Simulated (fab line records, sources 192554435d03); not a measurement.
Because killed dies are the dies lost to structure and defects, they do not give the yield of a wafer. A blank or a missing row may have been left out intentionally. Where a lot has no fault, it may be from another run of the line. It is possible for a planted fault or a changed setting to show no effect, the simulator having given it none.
Which tool did it?	flow n5Finfet	Sampling: 12 lots, 36 wafers, 3 of 1938 route steps

WHAT THE GAUGES READ, wafer by wafer
N5_BEOL_M11_THK_MEAS_53: measures by xrf. Usual: M11_THK 143.9 nm, standard deviation 2.2.
lot	measured	on	M11_THK (nm)	flag
L273	day 11 01:12	filmMetro-01	144.3 148.1 145.6	
L274	day 11 01:28	filmMetro-01	141.5 144.7 146.0	
L272	day 11 04:54	filmMetro-01	147.5 142.6 146.0	
L275	day 11 09:40	filmMetro-02	144.4 143.5 143.9	
L276	day 11 09:56	filmMetro-01	142.5 147.1 139.7	
L277	day 12 08:42	filmMetro-01	141.1 141.3 144.5	
L280	day 12 21:36	filmMetro-01	144.4 145.6 144.2	
L283	day 13 09:15	filmMetro-01	144.2 144.3 144.4	
L282	day 13 10:06	filmMetro-01	145.2 145.0 145.0	
L284	day 13 17:46	filmMetro-02	140.0 144.7 137.3	
L285	day 13 18:49	filmMetro-01	143.0 146.7 136.8	
L286	day 14 04:59	filmMetro-01	146.9 145.1 145.3	

N5_BEOL_M11_INSPECT_58: inspects for defects (darkfield). Usual: 67 for rawDefectCount, sd 21.
lot	measured	on	rawDefectCount	flag
L273	day 11 01:22	defectInspect-02	74 49 97	
L274	day 11 01:37	defectInspect-01	52 103 55	
L272	day 11 05:03	defectInspect-02	49 57 48	
L275	day 11 09:49	defectInspect-02	52 70 28	
L276	day 11 10:05	defectInspect-02	58 49 62	
L277	day 12 08:52	defectInspect-01	59 73 114	
L280	day 12 21:45	defectInspect-01	35 53 66	
L283	day 13 09:27	defectInspect-02	49 56 73	
L282	day 13 10:15	defectInspect-01	94 95 62	
L284	day 13 17:56	defectInspect-01	41 39 63	
L285	day 13 18:58	defectInspect-01	62 55 49	
L286	day 14 05:08	defectInspect-02	47 54 89	

TOOL THAT RAN EACH LOT (tool first, then ch and the chambers of the sampled wafers, then the start)
lot	N5_BEOL_M11_ANNEAL_51
L273	rtpAnneal-01 ch 0, day 11 00:36
L274	rtpAnneal-01 ch 0, day 11 00:52
L272	rtpAnneal-01 ch 0, day 11 04:19
L275	rtpAnneal-01 ch 0, day 11 09:04
L276	rtpAnneal-01 ch 0, day 11 09:20
L277	rtpAnneal-01 ch 0, day 12 08:08
L280	rtpAnneal-02 ch 0, day 12 21:00
L283	rtpAnneal-01 ch 0, day 13 08:42
L282	rtpAnneal-02 ch 0, day 13 09:35
L284	rtpAnneal-02 ch 0, day 13 17:15
L285	rtpAnneal-01 ch 0, day 13 18:13
L286	rtpAnneal-02 ch 0, day 14 04:23
- N5_BEOL_M11_ANNEAL_51: time 90 s.

WHAT THE TOOLS THEMSELVES READ (means of the sampled wafers that have a number; where no wafer has one, the mark that the record gives instead)
N5_BEOL_M11_ANNEAL_51. Usual: 226.2 for wafer_temp_C_max, sd 0.32.
lot	tool	wafer_temp_C_max	flag
L273	rtpAnneal-01	226.3	
L274	rtpAnneal-01	226.3	
L272	rtpAnneal-01	226.0	
L275	rtpAnneal-01	226.1	
L276	rtpAnneal-01	226.4	
L277	rtpAnneal-01	226.3	
L280	rtpAnneal-02	226.4	
L283	rtpAnneal-01	226.1	
L282	rtpAnneal-02	226.6	
L284	rtpAnneal-02	226.4	
L285	rtpAnneal-01	225.9	
L286	rtpAnneal-02	226.5	

THE ANSWER, worked out from the rows above alone
Rule: a lot is off if the mean of its wafers that have a number lies more than 3 standard deviations from the usual mean. A lot without any number at a reading at which 4 lots or more have one is off too. Any other lot the step has rows for is counted as sound. Order of review: gauges by route order, followed by the tools' own readings, for which a lot's mean as printed above is used. At the first step where some lot is off, the reading lying furthest off is the one used; lots without a number count as furthest.
None of the lots is off at any reading shown; this tells nothing.

WHAT THE SIMULATOR PUT IN
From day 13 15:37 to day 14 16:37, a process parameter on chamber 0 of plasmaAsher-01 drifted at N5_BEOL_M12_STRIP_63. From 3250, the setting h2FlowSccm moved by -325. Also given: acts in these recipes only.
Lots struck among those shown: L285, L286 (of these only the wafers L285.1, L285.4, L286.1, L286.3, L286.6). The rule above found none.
